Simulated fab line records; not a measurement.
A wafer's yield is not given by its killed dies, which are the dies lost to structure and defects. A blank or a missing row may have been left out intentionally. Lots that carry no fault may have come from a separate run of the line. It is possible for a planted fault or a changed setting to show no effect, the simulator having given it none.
8D (eight disciplines) problem report, filled in by code    flow nand_harc    the parts of the form that need people (team, actions taken, sign-off) are left out

== 1. PROBLEM STATEMENT ==
Wafers without a fault read 59, standard deviation 23; raw_defect_count at NHARC_A_SOURCE_PLATE_INSPECT_08 reads a mean of 595 on 9 wafers belonging to 3 lots. Relative to the usual mean, that is a shift of +23 standard deviations.
The first sign was on wafer L666.1 at day 11 11:23, on defect_inspect-01. Wafers with a number at this step in the record: 36, from 12 lots. By rule, "out" or "out of limits" means more than 4 standard deviations away from the usual mean. Any other wafer with a number is counted as sound.

== 2. WHAT IT IS, AND WHAT IT ISN'T ==
question                     is                                    is not
which readings at this step  raw_defect_count                      -
which lots                   L666, L667, L668                      L658, L659, L662, L675, L676, L677, L678, L680, L681
which wafers of those lots   all that have a number                -
read on which gauges         defect_inspect-01, defect_inspect-02  -
when                         from day 11 11:23                     up to then (9 sound wafers); but 18 sound wafers of L675, L676, L677, L678, L680, L681 came after

== 3. SUSPECTS, AND WHAT RULES EACH OUT ==
Counting: any tool at a process step up to the reading is kept as a suspect provided that every lot that is out went through it and no sound lot did after the first of them.
- ruled out: the gauge at NHARC_A_SOURCE_PLATE_INSPECT_08. The wafers that are out were read on 2 gauges (defect_inspect-01, defect_inspect-02).
- furnace-04 at NHARC_A_SOURCE_PLATE_OXIDE_02 (material SiO2, target thk 10 nm, ox time 1362 s): ruled out as a lasting fault. The sound lots L676, L678, L680 went through it after L666, its earliest lot that is out (day 10 18:26).
Left after counting: nothing in the record.

== 4. THE CAUSE (what the simulator had put in) ==
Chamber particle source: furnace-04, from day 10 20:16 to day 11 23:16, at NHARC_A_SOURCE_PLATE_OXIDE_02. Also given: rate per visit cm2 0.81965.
Counting ruled it out, wrongly: the rule takes a fault to strike every lot that its tool runs from its start on, and this one did not.

== 5. THE CHAIN OF EFFECTS, in route order ==
Rows list readings where the struck wafers' mean (over those with a number) sits beyond 3 standard deviations from the usual. Readings are gone through only where the record gives a usual standard deviation; hours: the median, over the lots, of the time from a lot's start at the first step in this table giving one to that lot's start at this step; sigmas: the change measured in usual standard deviations.
hours  step                             reading           usual  on struck wafers  change  sigmas
0      NHARC_A_SOURCE_PLATE_INSPECT_08  raw_defect_count  59     595               +536    +23
402    NHARC_END_SORT_01                killed_at_array   57     388               +331    +16
402    NHARC_END_SORT_01                killed_dies       62     391               +329    +16
Later steps that measure or inspect, where all struck wafers having a row at the step show a number for every such reading and not one has moved that far: NHARC_A_ONON_D1_THK_MEAS_02.

== 6. HOW IT WOULD HAVE BEEN CAUGHT EARLIER ==
The first out-of-limits reading at a measuring or inspecting step in this record came at day 11 11:23, 15 hours after the fault's start at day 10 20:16.
An alarm limit of 4 standard deviations would not have fired on the tool readings at NHARC_A_SOURCE_PLATE_OXIDE_02 for which the record gives a usual standard deviation, since none of them was out on any struck wafer.
